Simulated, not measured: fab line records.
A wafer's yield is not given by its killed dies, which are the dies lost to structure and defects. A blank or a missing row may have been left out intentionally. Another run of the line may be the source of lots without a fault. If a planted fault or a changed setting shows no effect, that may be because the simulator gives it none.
Chamber matching + flow n5Finfet + N5_BEOL_M0_SAQP_SPACER2_ALD_26 on aldSin-03: 4 sister chambers
The step deposits SiO2, target thk 15 nm, pulse time 1 s, purge time 2 s. 4 wafers are shown with their chamber, then 9 later ones without.

## WAFERS, EACH WITH ITS CHAMBER
| wafer  | chamber | heaterPowerW (W) |
|--------|---------|------------------|
| L081.2 | 0       | 455              |
| L084.1 | 2       | 589              |
| L084.2 | 3       | 467              |
| L084.3 | 1       | 411              |

## WAFERS WITH NO CHAMBER GIVEN
| wafer  | heaterPowerW (W) |
|--------|------------------|
| L084.4 | 450              |
| L084.5 | 471              |
| L084.6 | 446              |
| L092.1 | 451              |
| L092.2 | 591              |
| L092.5 | 455              |
| L093.1 | 599              |
| L093.4 | 460              |
| L093.5 | 473              |

## WHICH CHAMBER EACH ONE RAN IN
| wafer  | from the rows above     | in truth                   |
|--------|-------------------------|----------------------------|
| L084.4 | 0                       | 0                          |
| L084.5 | 3                       | 3                          |
| L084.6 | 0                       | 0                          |
| L092.1 | 0                       | 0                          |
| L092.2 | 2                       | 2                          |
| L092.5 | 0                       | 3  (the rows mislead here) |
| L093.1 | 2                       | 2                          |
| L093.4 | can't be placed: 0 or 3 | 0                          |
| L093.5 | 3                       | 3                          |
Correct placement for 7 of the 9. Can't be placed from these rows: 1 (the true chamber is among the candidates in 1). Number placed wrongly: 1.
How it was worked out, from the rows above alone: a wafer's distance from a chamber is the root of the sum, over the readings, of the square of ((its reading less the chamber's mean) divided by the reading's scatter). The wafer belongs to the nearest chamber; if the next one is less than 2 further off, it can't be placed. A chamber's mean is the mean of its shown wafers. The scatter (one wafer shown for each chamber): square how far every hidden wafer sits from the nearest shown wafer, average those squares and take the square root.
